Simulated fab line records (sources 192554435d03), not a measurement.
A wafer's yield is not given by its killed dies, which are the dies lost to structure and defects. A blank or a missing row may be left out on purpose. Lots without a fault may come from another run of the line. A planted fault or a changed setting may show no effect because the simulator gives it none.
Chamber matching + flow n5Finfet + rieDiel-02 running N5_GATE_CUT_ETCH_58: 4 sister chambers
The step etches SiNx in CH3F/O2, target depth 17 nm, time 128.6 s. 4 wafers are shown with their chamber, then 9 later ones without.

## WAFERS WITH THEIR CHAMBER
| wafer  | chamber | showerheadPlenumPTorr (Torr) |
|--------|---------|------------------------------|
| L080.5 | 3       | 2.13                         |
| L088.1 | 0       | 1.97                         |
| L088.5 | 2       | 1.92                         |
| L088.6 | 1       | 2.03                         |

## WAFERS WHOSE CHAMBER IS MISSING
| wafer  | showerheadPlenumPTorr (Torr) |
|--------|------------------------------|
| L091.3 | 1.92                         |
| L091.4 | 2.12                         |
| L091.6 | 1.97                         |
| L094.1 | 1.91                         |
| L094.3 | 1.96                         |
| L094.4 | 2.03                         |
| L095.1 | 2.12                         |
| L095.3 | 2.03                         |
| L095.6 | 1.96                         |

## CHAMBER TAKEN BY EACH
| wafer  | from the rows above | in truth |
|--------|---------------------|----------|
| L091.3 | 2                   | 2        |
| L091.4 | 3                   | 3        |
| L091.6 | 0                   | 0        |
| L094.1 | 2                   | 2        |
| L094.3 | 0                   | 0        |
| L094.4 | 1                   | 1        |
| L095.1 | 3                   | 3        |
| L095.3 | 1                   | 1        |
| L095.6 | 0                   | 0        |
Correct placement for 9 of the 9. Not placeable from these rows: 0. Number placed wrongly: 0.
How it was worked out, from the rows above alone: a wafer's distance from a chamber is the root of the sum, over the readings, of the square of ((its reading less the chamber's mean) divided by the reading's scatter). The wafer belongs to the nearest chamber; if the next one is less than 2 further off, it can't be placed. The mean given for a chamber averages the wafers shown for that chamber. The scatter: root of mean squared gap, hidden wafer to nearest shown wafer, with one shown wafer a chamber.
